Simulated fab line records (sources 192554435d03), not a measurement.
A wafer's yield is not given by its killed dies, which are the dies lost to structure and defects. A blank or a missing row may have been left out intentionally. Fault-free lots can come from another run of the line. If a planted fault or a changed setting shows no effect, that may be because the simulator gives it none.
The tool behind it: which one? ; flow n5-finfet ; 8 lots with 24 wafers sampled at 7 steps, on a route of 1938 steps

== WHAT EACH GAUGE READ, for each wafer ==
N5_BEOL_M0_CUTY_OVL_MEAS_58.
lot;measured;on;M0_ABLK_OVL (nm)
L218;day 6 04:45;overlay-02;0.1 0.4 -0.1
L223;day 7 11:20;overlay-02;0.1 0.4 0.3
L224;day 7 14:55;overlay-01;0.0 0.4 0.6
L234;day 10 07:31;overlay-01;-0.2 -0.6 0.1
L235;day 10 08:37;overlay-02;-0.8 -0.8 -1.0
L236;day 10 18:55;overlay-02;0.1 0.0 -0.3
L237;day 10 23:56;overlay-01;-0.5 -1.4 -0.4
L238;day 11 06:47;overlay-02;-0.3 0.6 0.7

N5_BEOL_M0_OCD_MEAS_108.
lot;measured;on;trench-depth-nm (nm)
L218;day 6 06:23;ocd-02;32.6 32.1 33.3
L223;day 7 12:23;ocd-01;0 0 0
L224;day 7 17:43;ocd-02;0 0.0 0.1
L234;day 10 08:33;ocd-02;33.1 32.6 31.0
L235;day 10 10:08;ocd-02;31.5 33.0 32.5
L236;day 10 21:35;ocd-02;33.2 33.5 33.5
L237;day 11 03:45;ocd-02;33.8 33.4 32.8
L238;day 11 12:38;ocd-02;32.5 31.7 32.4

N5_BEOL_M4_RC_MEAS_101.
lot;measured;on;DIBL_N (mV/V);DIBL_P (mV/V);IOFF_N (nA/um);IOFF_P (nA/um);ION_N (uA/um);ION_P (uA/um);SS_N (mV/dec);SS_P (mV/dec);VT_N (mV);VT_P (mV)
L218;day 8 16:59;prober-02;32.8 33.6 32.4;33.2 34.1 32.9;0.11 0.11 0.10;0.14 0.14 0.13;650 640 651;452 435 444;70.8 70.8 70.5;72.9 73.1 72.6;255 259 258;-258 -259 -258
L234;day 12 23:16;prober-01;35.1 38.3 37.1;33.9 38.0 36.6;0.13 0.18 0.16;0.17 0.23 0.20;674 693 674;463 480 455;71.7 71.4 72.0;72.8 73.7 73.1;254 250 251;-256 -249 -253
L235;day 12 12:03;prober-01;36.3 33.1 34.3;34.0 30.0 32.4;0.16 0.10 0.12;0.20 0.14 0.17;682 656 669;465 453 461;71.4 71.2 70.8;73.8 72.4 72.6;250 254 252;-250 -253 -255
L236;day 13 07:49;prober-01;37.3 35.4 35.8;37.4 36.2 35.8;0.19 0.16 0.17;0.26 0.23 0.23;682 676 688;470 472 471;71.5 70.8 70.9;73.0 73.6 72.9;244 247 247;-246 -248 -248
L237;day 13 22:16;prober-02;36.2 37.0 35.5;39.0 39.4 37.0;0.16 0.16 0.14;0.23 0.22 0.19;667 662 672;459 451 461;71.7 71.6 71.8;73.3 73.5 73.1;252 249 252;-248 -250 -250
L238;day 13 22:01;prober-01;38.1 37.9 35.8;39.6 38.2 37.0;0.19 0.18 0.15;0.26 0.23 0.20;677 696 674;462 474 464;72.5 72.1 71.2;74.5 74.2 74.0;246 249 251;-246 -248 -251

== WHAT TOOL EACH LOT RAN ON (gives the tool, then ch and the chambers of the sampled wafers, and finally the start) ==
lot;N5_BEOL_M0_CUTY_DESCUM_61;N5_BEOL_M0_ETCH_138;N5_BEOL_M0_HM_OPEN_105;N5_BEOL_M0_ETCH_128
L218;rie-diel-05 ch 2,3, day 6 04:56;rie-diel-05 ch 2,3, day 6 05:08;rie-metal-03 ch 0, day 6 05:51;rie-diel-06 ch 0,1,2, day 6 06:14
L223;rie-diel-05 ch 0,1,3, day 7 11:24;rie-diel-05 ch 0,1,3, day 7 11:37;rie-metal-01 ch 0,1, day 7 11:42;rie-diel-05 ch 1,2,3, day 7 12:15
L224;rie-diel-05 ch 0,1,2, day 7 14:58;rie-diel-05 ch 0,1,2, day 7 15:11;rie-metal-01 ch 0,1, day 7 17:19;rie-diel-04 ch 0,1, day 7 17:34
L234;rie-diel-05 ch 0,2,3, day 10 07:40;rie-diel-05 ch 0,2,3, day 10 07:52;rie-metal-01 ch 0,1, day 10 08:05;rie-diel-04 ch 1,2, day 10 08:24
L235;rie-diel-05 ch 0,3, day 10 08:48;rie-diel-05 ch 0,3, day 10 09:00;rie-metal-03 ch 0,1, day 10 09:27;rie-diel-04 ch 1,2, day 10 09:59
L236;rie-diel-05 ch 0,1, day 10 19:17;rie-diel-05 ch 0,1, day 10 19:30;rie-metal-03 ch 0,1, day 10 21:07;rie-diel-06 ch 1,2, day 10 21:26
L237;rie-diel-04 ch 1,2,3, day 11 00:07;rie-diel-04 ch 1,2,3, day 11 00:19;rie-metal-03 ch 0,1, day 11 03:07;rie-diel-04 ch 0,1,3, day 11 03:36
L238;rie-diel-05 ch 1,2,3, day 11 06:50;rie-diel-05 ch 1,2,3, day 11 07:02;rie-metal-02 ch 0,1, day 11 11:30;rie-diel-06 ch 1,3, day 11 12:29
- N5_BEOL_M0_CUTY_DESCUM_61: chemistry O2, time 7.9 s.
- N5_BEOL_M0_ETCH_138: etches SiCN in CH3F/O2, target depth 12 nm, time 31.6 s.
- N5_BEOL_M0_HM_OPEN_105: chemistry Cl2/BCl3, target TiN, target depth 12 nm.
- N5_BEOL_M0_ETCH_128: etches SiCN in CF4/N2, target depth 12 nm, overetch 5.1 nm, time 21.4 s.

== WHAT THE TOOLS THEMSELVES READ (means of the sampled wafers that have a number; where no wafer has one, the mark that the record gives instead) ==
N5_BEOL_M0_CUTY_DESCUM_61.
lot;tool;drypump-motor-current-A (A);oes-product-au (a.u.);rf-vpp-V (V);showerhead-plenum-p-Torr (Torr);throttle-valve-pct (%)
L218;rie-diel-05;6.1;0.80;243.4;2.11;20.35
L223;rie-diel-05;5.8;0.75;242.7;2.05;20.63
L224;rie-diel-05;6.1;0.76;242.3;2.05;20.57
L234;rie-diel-05;5.9;0.75;242.8;2.09;20.56
L235;rie-diel-05;5.6;0.73;242.5;2.08;20.74
L236;rie-diel-05;5.8;0.72;242.6;2.04;20.78
L237;rie-diel-04;5.2;0.74;243.1;2.09;20.65
L238;rie-diel-05;6.0;0.74;243.5;2.04;20.52

N5_BEOL_M0_ETCH_138.
lot;tool;CH3F_flow_sccm (sccm);O2_flow_sccm (sccm);drypump-motor-current-A (A);etch-rf-on-time-s (s);oes-product-au (a.u.);rf-vpp-V (V);showerhead-plenum-p-Torr (Torr);throttle-valve-pct (%)
L218;rie-diel-05;30.03;19.99;6.1;29.0;0.69;297.3;2.00;16.22
L223;rie-diel-05;-;-;-;-;-;-;-;-
L224;rie-diel-05;-;-;-;-;-;-;-;-
L234;rie-diel-05;30.06;19.97;5.9;29.7;0.65;296.0;1.98;16.41
L235;rie-diel-05;29.99;19.92;5.6;29.4;0.62;297.4;1.98;16.55
L236;rie-diel-05;29.87;20.00;5.9;30.0;0.61;296.1;1.94;16.64
L237;rie-diel-04;29.87;20.00;5.2;29.4;0.64;297.1;2.01;16.57
L238;rie-diel-05;30.03;20.01;6.0;28.9;0.64;296.3;1.95;16.42

N5_BEOL_M0_HM_OPEN_105.
lot;tool;drypump-motor-current-A (A);oes-product-au (a.u.);throttle-valve-pct (%)
L218;rie-metal-03;6.1;0.74;21.88
L223;rie-metal-01;5.3;0.86;21.86
L224;rie-metal-01;5.2;0.83;21.95
L234;rie-metal-01;5.3;0.84;21.87
L235;rie-metal-03;5.4;0.85;21.67
L236;rie-metal-03;5.7;0.79;21.78
L237;rie-metal-03;5.7;0.79;21.78
L238;rie-metal-02;5.6;0.79;21.75

N5_BEOL_M0_ETCH_128.
lot;tool;bias-w (W);cf4-flow-sccm (sccm);drypump-motor-current-A (A);oes-product-au (a.u.);rf-vpp-V (V);showerhead-plenum-p-Torr (Torr);throttle-valve-pct (%)
L218;rie-diel-06;70.23;60.03;5.9;0.55;380.9;2.15;15.42
L223;rie-diel-05;70.17;59.96;6.0;0.28;382.2;2.16;15.48
L224;rie-diel-04;70.03;60.06;5.9;0.31;383.6;2.27;15.56
L234;rie-diel-04;69.85;60.03;5.5;0.56;383.3;2.25;15.60
L235;rie-diel-04;69.97;59.89;5.5;0.55;382.7;2.25;15.62
L236;rie-diel-06;69.92;59.86;5.6;0.56;381.1;2.16;15.33
L237;rie-diel-04;69.91;59.97;5.6;0.52;383.0;2.22;15.64
L238;rie-diel-06;69.95;59.96;5.4;0.53;378.6;2.06;15.53

== THE ANSWER, worked out from the rows above alone ==
Rule: usual is defined by the lots themselves. The widest of any qualifying gaps counts: lots, ordered by their means at a reading, are off when they make up no more than a third of the lots, leave a main group of 4 or more, and stand apart from it by 3 or more times the standard deviation of that group's means. Not used: any main group whose means are identical at the precision the tables above print for the reading. A lot without any number at a reading at which 4 lots or more have one is off too. All remaining lots with rows at the step are treated as sound. Order of review: gauges by route order, followed by the tools' own readings, for which a lot's mean as printed above is used. The first step at which some lot is off is used, and at that step the reading that is off furthest; a lot without a number counts as furthest.
Off, at N5_BEOL_M0_OCD_MEAS_108 on trench-depth-nm: L223, L224. For the main group the mean is 32.7 nm and the standard deviation 0.5.
If a tool, at a process step before that reading, ran all the lots that are off and no sound lot after the first of them, it fits. The gauges at N5_BEOL_M0_OCD_MEAS_108 aren't tried: what is off there is off at N5_BEOL_M0_ETCH_138 too, on other tools, and a gauge's error can't cause that. No candidate that was tried fits.

== WHAT THE SIMULATOR PUT IN ==
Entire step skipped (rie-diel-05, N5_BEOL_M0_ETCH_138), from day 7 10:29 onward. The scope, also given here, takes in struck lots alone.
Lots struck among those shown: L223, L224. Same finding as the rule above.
